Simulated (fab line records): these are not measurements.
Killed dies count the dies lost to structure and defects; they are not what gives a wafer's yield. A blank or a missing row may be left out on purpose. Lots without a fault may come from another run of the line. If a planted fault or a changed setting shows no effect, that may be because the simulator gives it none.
Lot-split experiment ; flow n5_finfet ; 21 wafers read from 7 lots, route of 1938 steps

== THE SPLIT ==
At N5_BEOL_M10_PECVD_70 (deposits SiO2 from TEOS/O2, target thk 20 nm, time 22.7 s), the setting time_s was moved away from the recipe's 22.7 s on 8 of the 21 wafers read, by -12.1% to +14.8%. This setting was run at the recipe's value on the other wafers.

The split's own step is where the reading is taken.

== THE READING ==
SiO2_of_BEOL_M10_PECVD_70.thk_nm (the simulator's own value, which no gauge read), in nm, at N5_BEOL_M10_PECVD_70 (deposits SiO2 from TEOS/O2, target thk 20 nm, time 22.7 s). There is no usual value for it anywhere in the file. The 13 wafers here that ran the recipe average 19.9 nm, standard deviation 0.15 nm.

wafer;tool, chamber at the split;time_s as run, s;against the recipe;SiO2_of_BEOL_M10_PECVD_70.thk_nm, nm;against lot-mates on the recipe
L078.1;pecvd-03, 1;25.02;+10.2%;21.6;+1.6
L078.3;pecvd-03, 1;22.7;recipe;20;-
L078.6;pecvd-03, 1;22.7;recipe;20;-
L079.1;pecvd-01, 1;23.92;+5.4%;20.2;no lot-mate on the recipe
L079.3;pecvd-01, 1,0;23.92;+5.4%;20.8;no lot-mate on the recipe
L079.6;pecvd-01, 1,0;23.92;+5.4%;20.8;no lot-mate on the recipe
L081.3;pecvd-02, 1,0;22.7;recipe;20;-
L081.5;pecvd-02, 1,0;22.7;recipe;20;-
L081.6;pecvd-02, 1;19.95;-12.1%;17.8;-2.2
L088.1;pecvd-03, 2;22.7;recipe;20;-
L088.3;pecvd-03, 1;22.7;recipe;19.8;-
L088.4;pecvd-03, 0;22.7;recipe;20.2;-
L090.2;pecvd-03, 2;22.7;recipe;19.8;-
L090.4;pecvd-03, 1;22.7;recipe;20;-
L090.5;pecvd-03, 2;25.97;+14.4%;23.2;+3.3
L092.1;pecvd-03, 0;26.06;+14.8%;22.4;+2.5
L092.3;pecvd-03, 0;22.7;recipe;19.8;-
L092.5;pecvd-03, 2;22.7;recipe;20;-
L095.1;pecvd-02, 1;22.7;recipe;19.6;-
L095.3;pecvd-02, 0;25.24;+11.2%;21.8;+2.1
L095.6;pecvd-02, 2;22.7;recipe;19.8;-
If several chambers appear in one row, that row covers several wafers at once and the file leaves open which wafer was in which chamber.

FIT RESULTS
A straight line over all 21 wafers: SiO2_of_BEOL_M10_PECVD_70.thk_nm changes by +0.18 nm for each +1% of time_s; r = +0.97; the points scatter about the line by 0.26 nm.
The same after taking each lot's own level away (the mean of its wafers on the recipe; 18 wafers): +0.188 nm for each +1%; r = +0.99; scatter 0.21 nm.
On that fit, the largest move of time_s shifts the reading by 2.8 nm.
The span of the lots' own levels, 19.70 to 20.00 nm, comes to 2.0 times the standard deviation stated above.
Hence the lot-to-lot level has little effect on the slope; both slopes agree.
Check: with one of the wafers moved furthest among these (+14.8%) left out of the fit, the line predicts +2.89 nm for it against its lot-mates. Against them it came out at +2.5 nm.

== ADDITIONAL SPLITS CARRIED BY THESE WAFERS ==
Note: prior to the reading, these wafers also went through further splits. Each is held against what the fit with the lots' levels taken away leaves over:
other split on the same wafers;wafers away from the commonest value;r with SiO2_of_BEOL_M10_PECVD_70.thk_nm (lot level and that fit taken away)
N5_BEOL_M9_EXPOSE_08 dose_mj;6;-0.05
N5_BEOL_M9_ETCH_62 time_s;6;+0.42

== THE FILE'S OWN FIT ==
SiO2_of_BEOL_M10_PECVD_70.thk_nm changes by +0.188 nm for each +1% of time_s, r = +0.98.
